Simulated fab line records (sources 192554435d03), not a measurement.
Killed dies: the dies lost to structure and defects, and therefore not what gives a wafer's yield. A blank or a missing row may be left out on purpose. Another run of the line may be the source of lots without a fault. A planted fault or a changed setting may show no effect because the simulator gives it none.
Comparing a struck lot with a sound one ; flow n5 finfet ; 35 steps out of a route of 1938
Sound: the wafers L790.1, L790.4, L790.5. The struck wafers were L786.2, L786.4, L786.6. At the end, the cause is stated.
Per side, at each step with rows, come the tool, then ch with its chambers, and then its first start. Under that, the readings that differ: sound wafers ; struck wafers ; difference of the means ; sigmas: that difference in standard deviations of wafers without a fault.
alike: a reading whose means differ by less than 2 such deviations, as well as words and numbers matching on both sides. not compared: withheld readings; readings where some wafer has no value; bounds like >300 that might hide an equal value; numbers whose values overlap and for which the record gives no deviation.
Wherever a step has rows on one side only, a row that says differs or no value, or a row with sigmas, the two part there. When numbers do not overlap yet have no deviation, they are printed without sigmas and do not part them. A reading missing from all wafers of one side parts the sides only when that side holds two or more wafers.

first, 7 steps without rows for these wafers: N5_BEOL_M4_CMP_52 (polishes, stops on SiOC, t overpolish 6.8 s, target thk 40 nm); N5_BEOL_M4_PRE_CLEAN_60 (time 15 s); N5_BEOL_M4_CO_CAP_55 (material Co, precursor CCTBA/H2, target thk 2 nm, time 102.1 s); N5_BEOL_M4_PRE_CLEAN_56 (time 15 s); N5_BEOL_M4_DEP_57 (deposits SiCN from 3MS/NH3, target thk 8 nm, time 14 s); N5_BEOL_M5_ILD_DEP_00 (deposits SiCOH lowk from DEMS/porogen, target thk 140.64 nm, time 25.9 s); N5_BEOL_M5_CURE_79 (cures SiCOH lowk, time 240 s).
N5_BEOL_M5_PECVD_70: deposits SiO2 from TEOS/O2, target thk 16 nm, time 18 s.
  sound on pecvd-03 ch 0,1,2, day 14 09:15; struck on pecvd-04 ch 0,1, day 13 15:11
reading;sound;struck;difference;sigmas
susceptor temp C (C);399.65 399.89 400.06;392.48 392.77 392.66;-7.23;-36
model.SiO2_of_BEOL_M5_PECVD_70.thk nm (nm);16.4 16.2 16.2;16.8 17 16.8;+0.6;
  alike: heater power w, showerhead plenum p Torr, throttle valve pct
then, 25 steps without rows for these wafers: N5_BEOL_M5_HM_DEP_02 (deposits TiN, target thk 20 nm); N5_BEOL_M5_COAT_59 (time 60 s, resist thk 60 nm); N5_BEOL_M5_COAT_60 (time 60 s, resist thk 12 nm); N5_BEOL_M5_COAT_71 (time 60 s, resist thk 5 nm); N5_BEOL_M5_COAT_05 (resist thk 30 nm); N5_BEOL_M5_EBR_07; N5_BEOL_M5_SOFTBAKE_06 (time 60 s); N5_BEOL_M5_EXPOSE_08 (exposes mask M5, target cd 28 nm); N5_BEOL_M5_PEB_09 (peb time 60 s); N5_BEOL_M5_DEVELOP_10 (develop time 30 s); N5_BEOL_M5_DESCUM_16 (chemistry O2, time 7 s); N5_BEOL_M5_ETCH_72 (etches underlayer in N2/H2, target depth 6.5 nm, time 5.2 s); N5_BEOL_M5_ETCH_61 (etches SiARC in CF4, target depth 15.6 nm, time 26 s); N5_BEOL_M5_ETCH_62 (etches SOC in N2/H2, target depth 75 nm, overetch 15 nm, time 112.5 s); N5_BEOL_M5_STRIP_63 (strips in N2/H2); N5_BEOL_M5_STRIP_73 (strips in N2/H2); N5_BEOL_M5_STRIP_64 (strips in CF4); N5_BEOL_M5_HM_OPEN_17 (chemistry Cl2/BCl3, target TiN, target depth 20 nm, overetch 6 nm); N5_BEOL_M5_STRIP_19 (strips in O2); N5_BEOL_M5_COAT_65 (time 60 s, resist thk 60 nm); N5_BEOL_M5_COAT_66 (time 60 s, resist thk 12 nm); N5_BEOL_M5_COAT_74 (time 60 s, resist thk 5 nm); N5_BEOL_M5_COAT_22 (resist thk 30 nm); N5_BEOL_M5_EBR_24; N5_BEOL_M5_SOFTBAKE_23 (time 60 s).
N5_BEOL_M5_HM_STRIP_39: strips TiN in peroxide tin strip, target depth 25 nm, time 158 s.
  sound on wet bench-04 ch 0,2,4, day 14 12:48; struck on wet bench-04 ch 0,1,7, day 13 18:20
reading;sound;struck;difference;sigmas
model.SiO2_of_BEOL_M5_PECVD_70.thk nm (nm);16.2 16.2 16;16.6 16.8 16.6;+0.5;
  alike: bath heat duty pct, temp c
after that, 1 step had no rows for these wafers: N5_PASSIVATION_PROBE_49.

== WHERE THEY PART ==
Within this record, at N5_BEOL_M5_PECVD_70 only. Later steps at which nothing parts them and some readings are alike: N5_BEOL_M5_HM_STRIP_39.

WHY: what had been put in by the simulator
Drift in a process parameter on pecvd-04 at N5_BEOL_M5_PECVD_70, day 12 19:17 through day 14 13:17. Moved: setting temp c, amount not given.
